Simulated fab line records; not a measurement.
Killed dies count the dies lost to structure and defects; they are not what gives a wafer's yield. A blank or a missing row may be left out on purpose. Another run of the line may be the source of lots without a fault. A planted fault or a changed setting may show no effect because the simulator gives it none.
What tool caused it? ; flow nand harc ; 11 lots with 33 wafers sampled at 6 steps, on a route of 1302 steps

== WHAT THE GAUGES SHOWED, per wafer ==
NHARC_A_M0_INSPECT_27. Usual: raw defect count 580, standard deviation 170.
lot;measured;on;raw defect count;flag
L752;day 23 04:04;defect inspect-02;593 576 756;
L755;day 24 14:03;defect inspect-01;618 556 677;
L758;day 26 05:32;defect inspect-02;491 512 709;
L761;day 26 19:38;defect inspect-02;810 769 1071;
L764;day 28 02:05;defect inspect-01;584 528 443;
L765;day 28 04:31;defect inspect-02;490 722 437;
L767;day 29 05:22;defect inspect-01;475 374 518;
L770;day 30 06:12;defect inspect-01;800 683 529;
L771;day 30 12:41;defect inspect-01;452 519 584;
L773;day 31 09:50;defect inspect-01;533 450 407;
L774;day 32 02:04;defect inspect-01;461 536 599;

NHARC_A_M1_CD_MEAS_09: the cd target is 120 nm. Usual: cd nm 120.8 nm, standard deviation 0.5.
lot;measured;on;cd nm (nm);flag
L752;day 23 05:20;cd sem-03;121.1 120.9 120.3;
L755;day 24 15:27;cd sem-03;120.1 121.2 120.8;
L758;day 26 07:26;cd sem-02;106.9 106.9 107.0;OFF
L761;day 26 20:55;cd sem-01;121.1 121.2 120.5;
L764;day 28 03:29;cd sem-01;110.4 109.7 109.9;OFF
L765;day 28 05:54;cd sem-01;121.3 120.0 121.7;
L767;day 29 06:58;cd sem-03;120.5 120.2 119.5;
L770;day 30 07:34;cd sem-02;120.9 120.4 120.6;
L771;day 30 14:04;cd sem-03;120.5 121.0 120.5;
L773;day 31 11:06;cd sem-01;121.1 120.7 120.9;
L774;day 32 03:20;cd sem-03;120.9 120.7 121.0;

NHARC_END_SORT_01. Usual: defect limited yield 91.7 %, standard deviation 2.5; killed at array 52, standard deviation 18; killed at other 1.0, standard deviation 1.4; killed at periphery 3.1, standard deviation 2.3; killed dies 56, standard deviation 17; killed open 3.0, standard deviation 1.7; killed short 2.5, standard deviation 1.7; sort_bin_2_pct 3.0 %, standard deviation 1.1; sort_bin_3_pct 0.6 %, standard deviation 0.36; sort_bin_4_pct 4.8 %, standard deviation 1.4; sort n pass 621, standard deviation 17; sort rim yield pct 91 %, standard deviation 4.6; sort yield pct 91.7 %, standard deviation 2.5.
lot;measured;on;defect limited yield (%);killed at array;killed at other;killed at periphery;killed dies;killed open;killed short;sort_bin_2_pct (%);sort_bin_3_pct (%);sort_bin_4_pct (%);sort n pass;sort rim yield pct (%);sort yield pct (%);flag
L755;day 26 12:32;prober-01;90.4 90.7 86.9;60 59 84;0 2 2;5 2 3;65 63 89;4 2 3;3 1 2;4.4 4.0 3.5;0.9 0.3 0.9;4.3 5.0 8.7;612 614 588;81 84 85;90.4 90.7 86.9;
L758;day 27 20:37;prober-02;92.3 93.2 92.5;45 39 47;3 0 0;4 7 4;52 46 51;3 3 4;1 0 2;3.5 3.0 3.8;0.4 0.1 0.3;3.7 3.7 3.4;625 631 626;93 98 94;92.3 93.2 92.5;
L761;day 28 10:42;prober-01;91.4 92.6 89.8;52 46 66;2 1 2;4 3 1;58 50 69;5 3 2;1 3 5;3.1 3.1 3.4;0.7 0 0.9;4.7 4.3 5.9;619 627 608;91 90 89;91.4 92.6 89.8;
L764;day 29 21:01;prober-01;90.5 92.5;56 48;0 0;8 3;64 51;3 5;4 3;4.0 2.4;0.3 0.3;5.2 4.9;613 626;89 89;90.5 92.5;
L770;day 31 18:24;prober-02;92.3 93.2 93.6;44 36 31;2 1 2;6 9 10;52 46 43;4 1 2;1 3 0;2.2 1.8 2.4;0.4 0.6 0.6;5.0 4.4 3.4;625 631 634;94 86 88;92.3 93.2 93.6;

== WHICH TOOL RAN EACH LOT (tool, then ch and the chambers of the sampled wafers, then the start) ==
lot;NHARC_A_M0_DEP_32;NHARC_A_M1_EXPOSE_06;NHARC_A_M1_DESCUM_14
L752;pecvd-02 ch 0,1, day 23 04:13;arfi scanner-01 ch 0, day 23 05:11;rie diel-08 ch 1,2, day 23 05:31
L755;pecvd-03 ch 0,2, day 24 14:14;arfi scanner-02 ch 0, day 24 15:19;rie diel-08 ch 0,1, day 24 15:38
L758;pecvd-03 ch 0,1,2, day 26 05:53;arfi scanner-02 ch 0, day 26 07:17;rie diel-04 ch 1,2,3, day 26 07:37
L761;pecvd-03 ch 1,2, day 26 19:47;arfi scanner-03 ch 0, day 26 20:47;rie diel-04 ch 0,1, day 26 21:06
L764;pecvd-03 ch 0,1,2, day 28 02:16;arfi scanner-02 ch 0, day 28 03:20;rie diel-03 ch 1,2,3, day 28 03:40
L765;pecvd-03 ch 0,1,2, day 28 04:39;arfi scanner-01 ch 0, day 28 05:46;rie diel-04 ch 0,1,2, day 28 06:05
L767;pecvd-03 ch 1,2, day 29 05:53;arfi scanner-01 ch 0, day 29 06:50;rie diel-03 ch 0,1, day 29 07:09
L770;pecvd-03 ch 0,2, day 30 06:20;arfi scanner-03 ch 0, day 30 07:26;rie diel-08 ch 1,3, day 30 07:46
L771;pecvd-03 ch 1,2, day 30 12:50;arfi scanner-01 ch 0, day 30 13:55;rie diel-03 ch 0,2, day 30 14:15
L773;pecvd-04 ch 0,2, day 31 09:59;arfi scanner-03 ch 0, day 31 10:58;rie diel-03 ch 0,2,3, day 31 11:17
L774;pecvd-02 ch 0,2, day 32 02:13;arfi scanner-03 ch 0, day 32 03:12;rie diel-03 ch 0,3, day 32 03:31
- NHARC_A_M0_DEP_32: deposits SiCN, target thk 30 nm.
- NHARC_A_M1_EXPOSE_06: exposes mask A M1, target cd 120 nm.
- NHARC_A_M1_DESCUM_14: chemistry O2, time 3 s.

== AS READ BY THE TOOLS THEMSELVES (means over the sampled wafers that have a number; for cases with no such wafer, the mark the record gives instead) ==
NHARC_A_M0_DEP_32. Usual: chamber pressure Torr 3.000 Torr, standard deviation 0.007; heater power w 574 W, standard deviation 84.
lot;tool;chamber pressure Torr (Torr);heater power w (W);flag
L752;pecvd-02;3.003;641;
L755;pecvd-03;3.002;539;
L758;pecvd-03;3.000;540;
L761;pecvd-03;3.000;542;
L764;pecvd-03;2.998;537;
L765;pecvd-03;3.002;547;
L767;pecvd-03;2.993;541;
L770;pecvd-03;2.997;548;
L771;pecvd-03;3.003;475;
L773;pecvd-04;2.997;606;
L774;pecvd-02;3.000;625;

NHARC_A_M1_EXPOSE_06. Usual: exposure dose mJ cm2 75.12, standard deviation 0.17.
lot;tool;exposure dose mJ cm2;flag
L752;arfi scanner-01;75.12;
L755;arfi scanner-02;75.39;
L758;arfi scanner-02;59.56;OFF
L761;arfi scanner-03;75.04;
L764;arfi scanner-02;62.82;OFF
L765;arfi scanner-01;75.02;
L767;arfi scanner-01;75.07;
L770;arfi scanner-03;74.98;
L771;arfi scanner-01;75.03;
L773;arfi scanner-03;74.99;
L774;arfi scanner-03;75.11;

NHARC_A_M1_DESCUM_14. Usual: drypump motor current A 5.5 A, standard deviation 0.4; oes product au 0.997 a.u., standard deviation 0.012; rf vpp V 57.8 V, standard deviation 1; showerhead plenum p Torr 1.92 Torr, standard deviation 0.082; throttle valve pct 11.310 %, standard deviation 0.0095.
lot;tool;drypump motor current A (A);oes product au (a.u.);rf vpp V (V);showerhead plenum p Torr (Torr);throttle valve pct (%);flag
L752;rie diel-08;5.4;0.991;59.5;2.02;11.294;
L755;rie diel-08;5.7;0.989;57.2;1.95;11.306;
L758;rie diel-04;5.3;0.994;56.5;1.92;11.314;
L761;rie diel-04;5.1;0.994;56.9;1.89;11.308;
L764;rie diel-03;5.4;1.006;57.6;1.92;11.310;
L765;rie diel-04;5.4;0.990;57.7;1.93;11.311;
L767;rie diel-03;5.5;1.010;57.5;2.01;11.305;
L770;rie diel-08;5.6;0.992;57.3;1.86;11.304;
L771;rie diel-03;5.8;1.009;58.2;1.92;11.318;
L773;rie diel-03;5.7;0.996;57.6;1.89;11.313;
L774;rie diel-03;6.1;1.004;57.6;1.93;11.310;

== THE ANSWER, worked out from the rows above alone ==
Rule: take the mean of a lot's wafers that have a number; if it is more than 3 standard deviations from the usual mean, the lot is off. Also off: a lot with no number at a reading for which 4 or more lots have one. The other lots that the step has rows for count as sound. Order of review: gauges by route order, followed by the tools' own readings, for which a lot's mean as printed above is used. At the first step where some lot is off, the reading lying furthest off is the one used; lots without a number count as furthest.
Off: L758, L764 (NHARC_A_M1_CD_MEAS_09, cd nm).
If a tool, at a process step before that reading, ran all the lots that are off and no sound lot after the first of them, it fits. Not tried: the gauges at NHARC_A_M1_CD_MEAS_09; whatever is off there is also off at NHARC_A_M1_EXPOSE_06, on other tools, and gauge error can't account for it. One fits: NHARC_A_M1_EXPOSE_06 on arfi scanner-02. Its last sound lot is L755 (day 24 15:19), its first lot that is off L758 (day 26 07:17): a fault that began between those two fits.
On the lots that are off, the tool's own readings at NHARC_A_M1_EXPOSE_06 differ by more than 5 times the standard deviation of the sound lots' means, which bears it out; exposure dose mJ cm2 reads 61.19 there versus 75.08 on the sound lots.

== WHAT THE SIMULATOR HAD PUT IN ==
Process parameter drift: arfi scanner-02, from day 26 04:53 on, at NHARC_A_M1_EXPOSE_06. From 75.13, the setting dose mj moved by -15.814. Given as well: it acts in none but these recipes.
Shown lots that were struck: L758, L764. The rule given above showed the same thing.
